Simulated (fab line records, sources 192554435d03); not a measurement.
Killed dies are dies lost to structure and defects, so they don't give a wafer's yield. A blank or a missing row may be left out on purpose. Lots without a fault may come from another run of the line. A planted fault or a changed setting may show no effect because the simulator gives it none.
Split-lot experiment | flow n5_finfet | 7 lots, 21 wafers read, on a route of 1938 steps

THE SPLIT
At N5_HKMG_FIN_ETCH_58 (etches SOC in N2/H2, target depth 215.8 nm, time 741 s), the setting source_w was moved away from the recipe's 875 W on 7 of the 21 wafers read, by -16.8% to +15.5%. The other wafers ran this setting at the recipe's value.

The reading is taken at the split's own step.

THE READING
rf_vpp_V, in V, at N5_HKMG_FIN_ETCH_58 (etches SOC in N2/H2, target depth 215.8 nm, time 741 s). Fault-free wafers of this fab line usually give 99.3 V, standard deviation 0.97 V.

wafer  | tool, chamber at the split | source_w as run, W | against the recipe | rf_vpp_V, V | against lot-mates on the recipe
L075.3 | rie_diel-03, 3             | 875                | recipe             | 98.9        | -
L075.4 | rie_diel-03, 0             | 875                | recipe             | 98.4        | -
L075.5 | rie_diel-03, 0             | 875                | recipe             | 100.1       | -
L077.2 | rie_diel-04, 0             | 875                | recipe             | 100.1       | -
L077.3 | rie_diel-04, 3             | 958.5              | +9.5%              | 97.3        | -2.8
L077.4 | rie_diel-04, 1             | 958.5              | +9.5%              | 96.3        | -3.8
L080.1 | rie_diel-02, 3             | 875                | recipe             | 99.0        | -
L080.3 | rie_diel-02, 0             | 875                | recipe             | 97.7        | -
L080.5 | rie_diel-02, 0             | 875                | recipe             | 98.3        | -
L081.2 | rie_diel-03, 0             | 875                | recipe             | 99.2        | -
L081.5 | rie_diel-03, 0             | 875                | recipe             | 98.6        | -
L081.6 | rie_diel-03, 2             | 875                | recipe             | 98.5        | -
L085.2 | rie_diel-02, 1             | 875                | recipe             | 99.7        | -
L085.4 | rie_diel-02, 3             | 1011               | +15.5%             | 94.9        | -4.8
L085.6 | rie_diel-02, 2             | 1011               | +15.5%             | 95.5        | -4.2
L088.1 | rie_diel-04, 3             | 1008               | +15.2%             | 96.2        | -4.1
L088.5 | rie_diel-04, 1             | 1008               | +15.2%             | 94.9        | -5.4
L088.6 | rie_diel-04, 3             | 875                | recipe             | 100.3       | -
L095.1 | rie_diel-03, 1             | 875                | recipe             | 98.4        | -
L095.3 | rie_diel-03, 2             | 728.1              | -16.8%             | 103.8       | +5.6
L095.6 | rie_diel-03, 2             | 875                | recipe             | 98.0        | -

THE FIT
A straight line over all 21 wafers: rf_vpp_V changes by -0.247 V for each +1% of source_w; r = -0.93; the points scatter about the line by 0.76 V.
The same after taking each lot's own level away (the mean of its wafers on the recipe; 21 wafers): -0.314 V for each +1%; r = -0.98; scatter 0.5 V.
On that fit, the largest move of source_w shifts the reading by 5.3 V.
The lots' own levels span 98.20 to 100.30 V, that is 2.2 times the standard deviation above.
So the lot-to-lot level changes the slope: the two fits differ.
Check: with one of the wafers moved furthest among these (-16.8%) left out of the fit, the line predicts +5.13 V for it against its lot-mates. It came out at +5.6 V against them.
Tool readings at the split's step, against how far the setting was moved: rf_vpp_V r = -0.93.

OTHER SPLITS ON THESE WAFERS
These wafers also went through other splits before the reading. Each is held against what the fit with the lots' levels taken away leaves over:
other split on the same wafers       | wafers away from the commonest value | r with rf_vpp_V (lot level and that fit taken away)
N5_SD_EPI_N_ETCH_35 source_w         | 7                                    | -0.13
N5_SD_EPI_N_ETCH_45 target_depth_a   | 8                                    | -0.25
N5_SD_EPI_P_EPI_21 epi_growth_time_s | 5                                    | +0.23
N5_SD_ACTIVATION_LSA_01 temp_c       | 6                                    | +0.09

THE WHOLE CHAIN: every reading that the file lists as answering this split, in the file's order
step                | what it does                                           | reading                                                                         | change (the file's fit)              | r (the file's)
N5_HKMG_FIN_ETCH_58 | etches SOC in N2/H2, target depth 215.8 nm, time 741 s | rf_vpp_V                                                                        | -0.318 V for each +1% of the setting | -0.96
N5_HKMG_FIN_ETCH_58 | etches SOC in N2/H2, target depth 215.8 nm, time 741 s | HKMG_FIN.feature_depth_nm (the simulator's own value, which no gauge read)      | +1.83 nm for each +1% of the setting | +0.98
N5_HKMG_FIN_ETCH_58 | etches SOC in N2/H2, target depth 215.8 nm, time 741 s | SOC_of_HKMG_FIN_COAT_41.thk_nm (the simulator's own value, which no gauge read) | -1.82 nm for each +1% of the setting | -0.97
N5_HKMG_FIN_ETCH_58 | etches SOC in N2/H2, target depth 215.8 nm, time 741 s | etch.depth_nm (the simulator's own value, which no gauge read)                  | +1.83 nm for each +1% of the setting | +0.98

THE FILE'S OWN FIT
rf_vpp_V changes by -0.318 V for each +1% of source_w, r = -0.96.
